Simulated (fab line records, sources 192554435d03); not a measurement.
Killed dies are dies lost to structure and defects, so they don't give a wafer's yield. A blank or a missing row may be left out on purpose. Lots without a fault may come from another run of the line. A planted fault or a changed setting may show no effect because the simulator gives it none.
Which tool did it? | flow n5_finfet | 10 lots, 30 wafers sampled, at 6 steps of a route of 1938

WHAT THE GAUGES READ, wafer by wafer
N5_BEOL_M15_INSPECT_55: inspects for defects (darkfield). Usual: raw_defect_count 74, standard deviation 26.
lot  | measured     | on                | raw_defect_count | flag
L997 | day 11 19:55 | defect_inspect-02 | 111 80 187       |
L100 | day 13 12:36 | defect_inspect-01 | 63 94 75         |
L101 | day 13 17:17 | defect_inspect-02 | 105 98 81        |
L102 | day 14 13:14 | defect_inspect-01 | 61 64 52         |
L107 | day 15 07:35 | defect_inspect-02 | 84 67 99         |
L114 | day 16 11:22 | defect_inspect-02 | 63 84 72         |
L112 | day 16 14:14 | defect_inspect-02 | 80 91 1020       | OFF
L115 | day 17 10:38 | defect_inspect-02 | 61 63 73         |
L118 | day 18 03:32 | defect_inspect-01 | 68 55 30         |
L117 | day 18 17:34 | defect_inspect-02 | 82 81 71         |

N5_MIM_TOP_LITHO_INSPECT_12: inspects for defects (macro). Usual: raw_defect_count 2.1, standard deviation 1.3.
lot  | measured     | on                | raw_defect_count | flag
L997 | day 12 00:34 | defect_inspect-02 | 4 3 1            |
L100 | day 13 16:44 | defect_inspect-02 | 1 1 2            |
L101 | day 13 20:11 | defect_inspect-02 | 2 2 1            |
L102 | day 14 17:23 | defect_inspect-01 | 1 4 3            |
L107 | day 15 12:10 | defect_inspect-01 | 1 4 4            |
L114 | day 16 17:08 | defect_inspect-01 | 2 2 3            |
L112 | day 16 18:10 | defect_inspect-01 | 5 1 >300         |
L115 | day 17 13:32 | defect_inspect-01 | 2 2 3            |
L118 | day 18 08:31 | defect_inspect-02 | 3 3 4            |
L117 | day 18 23:45 | defect_inspect-01 | 0 1 3            |

WHICH TOOL RAN EACH LOT (tool, then ch and the chambers of the sampled wafers, then the start)
lot  | N5_BEOL_M15_STRIP_37                          | N5_BEOL_M15_ANNEAL_48            | N5_BEOL_M15_DEP_53              | N5_PASSIVATION_PECVD_00
L997 | rie_diel-03 ch 0,2,3, day 11 19:13 or earlier | rtp_anneal-02 ch 0, day 11 19:13 | pecvd-01 ch 1,2, day 11 19:50   | pecvd-04 ch 0,2, day 11 20:55
L100 | rie_diel-05 ch 1,3, day 13 11:53 or earlier   | rtp_anneal-01 ch 0, day 13 11:53 | pecvd-03 ch 0,2, day 13 12:31   | pecvd-04 ch 0,2, day 13 13:35
L101 | rie_diel-06 ch 1,3, day 13 16:35 or earlier   | rtp_anneal-02 ch 0, day 13 16:35 | pecvd-04 ch 0,1,2, day 13 17:11 | pecvd-02 ch 0,2, day 13 18:16
L102 | rie_diel-06 ch 0,1, day 14 12:34 or earlier   | rtp_anneal-02 ch 0, day 14 12:34 | pecvd-01 ch 0,1, day 14 13:08   | pecvd-02 ch 1,2, day 14 14:13
L107 | rie_diel-06 ch 1,2,3, day 15 06:59 or earlier | rtp_anneal-02 ch 0, day 15 06:59 | pecvd-01 ch 0,1,2, day 15 07:31 | pecvd-01 ch 0,1,2, day 15 08:35
L114 | rie_diel-05 ch 0,1, day 16 10:36 or earlier   | rtp_anneal-02 ch 0, day 16 10:36 | pecvd-03 ch 0,1, day 16 11:16   | pecvd-02 ch 0,1, day 16 12:35
L112 | rie_diel-05 ch 2,3, day 16 13:29 or earlier   | rtp_anneal-01 ch 0, day 16 13:29 | pecvd-01 ch 0,1,2, day 16 14:09 | pecvd-04 ch 1,2, day 16 15:14
L115 | rie_diel-03 ch 0,1,3, day 17 09:53 or earlier | rtp_anneal-01 ch 0, day 17 09:53 | pecvd-03 ch 0,1,2, day 17 10:33 | pecvd-02 ch 0,1, day 17 11:38
L118 | rie_diel-05 ch 2,3, day 18 02:46 or earlier   | rtp_anneal-01 ch 0, day 18 02:46 | pecvd-04 ch 0,2, day 18 03:25   | pecvd-04 ch 2, day 18 04:31
L117 | rie_diel-05 ch 2,3, day 18 16:56 or earlier   | rtp_anneal-02 ch 0, day 18 16:56 | pecvd-03 ch 0,1,2, day 18 17:29 | pecvd-02 ch 0,1, day 18 19:31
- N5_BEOL_M15_STRIP_37: strips in O2.
- N5_BEOL_M15_ANNEAL_48: time 90 s.
- N5_BEOL_M15_DEP_53: deposits SiCN from 3MS/NH3, target thk 50 nm, time 17.8 s.
- N5_PASSIVATION_PECVD_00: deposits SiO2 from SiH4/N2O, target thk 200 nm, time 11.2 s.

WHAT THE TOOLS THEMSELVES READ (means of the sampled wafers that have a number; where no wafer has one, the mark that the record gives instead)
N5_BEOL_M15_STRIP_37. Usual: drypump_motor_current_A 5.5 A, standard deviation 0.38; oes_product_au 0.79 a.u., standard deviation 0.078; rf_vpp_V 3.7 V, standard deviation 0.65; showerhead_plenum_p_Torr 2.09 Torr, standard deviation 0.054; throttle_valve_pct 16.67 %, standard deviation 0.2.
lot  | tool        | drypump_motor_current_A (A) | oes_product_au (a.u.) | rf_vpp_V (V) | showerhead_plenum_p_Torr (Torr) | throttle_valve_pct (%) | flag
L997 | rie_diel-03 | 5.8                         | 0.77                  | 3.5          | 2.10                            | 16.59                  |
L100 | rie_diel-05 | 5.1                         | 0.80                  | 3.5          | 2.05                            | 16.48                  |
L101 | rie_diel-06 | 5.3                         | 0.90                  | 3.3          | 2.11                            | 16.57                  |
L102 | rie_diel-06 | 5.6                         | 0.81                  | 4.0          | 2.17                            | 16.67                  |
L107 | rie_diel-06 | 5.5                         | 0.83                  | 3.2          | 2.12                            | 16.67                  |
L114 | rie_diel-05 | 4.9                         | 0.85                  | 3.6          | 2.03                            | 16.54                  |
L112 | rie_diel-05 | 5.5                         | 0.73                  | 3.8          | 2.08                            | 16.69                  |
L115 | rie_diel-03 | 5.6                         | 0.76                  | 3.2          | 2.07                            | 16.68                  |
L118 | rie_diel-05 | 5.7                         | 0.74                  | 3.7          | 2.08                            | 16.86                  |
L117 | rie_diel-05 | 5.7                         | 0.74                  | 4.0          | 2.08                            | 16.86                  |

N5_BEOL_M15_ANNEAL_48. Usual: wafer_temp_C_max 226.4, standard deviation 0.39.
lot  | tool          | wafer_temp_C_max | flag
L997 | rtp_anneal-02 | 226.7            |
L100 | rtp_anneal-01 | 225.9            |
L101 | rtp_anneal-02 | 227.0            |
L102 | rtp_anneal-02 | 226.7            |
L107 | rtp_anneal-02 | 226.9            |
L114 | rtp_anneal-02 | 226.5            |
L112 | rtp_anneal-01 | 226.0            |
L115 | rtp_anneal-01 | 226.2            |
L118 | rtp_anneal-01 | 226.1            |
L117 | rtp_anneal-02 | 226.4            |

N5_BEOL_M15_DEP_53. Usual: rf_fwd_power_W 667.2 W, standard deviation 2.6; showerhead_plenum_p_Torr 4.156 Torr, standard deviation 0.013; throttle_valve_pct 18.3 %, standard deviation 0.85.
lot  | tool     | rf_fwd_power_W (W) | showerhead_plenum_p_Torr (Torr) | throttle_valve_pct (%) | flag
L997 | pecvd-01 | 668.5              | 4.152                           | 18.2                   |
L100 | pecvd-03 | 667.9              | 4.144                           | 19.3                   |
L101 | pecvd-04 | 666.5              | 4.169                           | 18.2                   |
L102 | pecvd-01 | 669.0              | 4.146                           | 17.6                   |
L107 | pecvd-01 | 664.5              | 4.150                           | 17.9                   |
L114 | pecvd-03 | 667.5              | 4.151                           | 19.6                   |
L112 | pecvd-01 | 667.7              | 4.151                           | 18.0                   |
L115 | pecvd-03 | 668.9              | 4.155                           | 18.8                   |
L118 | pecvd-04 | 667.4              | 4.165                           | 18.0                   |
L117 | pecvd-03 | 669.2              | 4.154                           | 18.7                   |

N5_PASSIVATION_PECVD_00. Usual: heater_power_w 588 W, standard deviation 93; rf_fwd_power_W 600.7 W, standard deviation 2.5; showerhead_plenum_p_Torr 8.13 Torr, standard deviation 0.097; throttle_valve_pct 51.5 %, standard deviation 1.7.
lot  | tool     | heater_power_w (W) | rf_fwd_power_W (W) | showerhead_plenum_p_Torr (Torr) | throttle_valve_pct (%) | flag
L997 | pecvd-04 | 725                | 601.6              | 8.17                            | 50.9                   |
L100 | pecvd-04 | 765                | 600.1              | 8.22                            | 51.5                   |
L101 | pecvd-02 | 495                | 602.9              | 8.11                            | 49.9                   |
L102 | pecvd-02 | 511                | 598.3              | 7.98                            | 51.2                   |
L107 | pecvd-01 | 579                | 602.7              | 8.11                            | 51.1                   |
L114 | pecvd-02 | 579                | 604.4              | 8.19                            | 51.5                   |
L112 | pecvd-04 | 645                | 600.6              | 8.22                            | 52.8                   |
L115 | pecvd-02 | 619                | 599.3              | 8.18                            | 51.7                   |
L118 | pecvd-04 | 719                | 600.3              | 8.13                            | 51.5                   |
L117 | pecvd-02 | 570                | 597.6              | 8.18                            | 51.8                   |

THE ANSWER, worked out from the rows above alone
Rule: a lot is off if the mean of its wafers that have a number lies more than 3 standard deviations from the usual mean. A lot without any number at a reading at which 4 lots or more have one is off too. The other lots that the step has rows for count as sound. The gauges are gone through in route order, then the tools' own readings, and for those a lot's mean is taken as printed above. The first step at which some lot is off is used, and at that step the reading that is off furthest; a lot without a number counts as furthest.
Off: L112, at N5_BEOL_M15_INSPECT_55 (raw_defect_count).
A tool fits if, at a process step before that reading, it ran every lot that is off, and no sound lot after the first of them. The gauges at N5_BEOL_M15_INSPECT_55 are tried like those tools. N5_BEOL_M15_STRIP_37 gives no start for some lots, so the hours and the order of its lots are those of N5_BEOL_M15_ANNEAL_48. One fits: pecvd-01 at N5_BEOL_M15_DEP_53. Its last sound lot is L107 (day 15 07:31), its first lot that is off L112 (day 16 14:09): a fault that began between those two fits.

WHAT THE SIMULATOR HAD PUT IN
Chamber particle source: pecvd-01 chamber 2, from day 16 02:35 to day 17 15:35, at N5_BEOL_M15_DEP_53. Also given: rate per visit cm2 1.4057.
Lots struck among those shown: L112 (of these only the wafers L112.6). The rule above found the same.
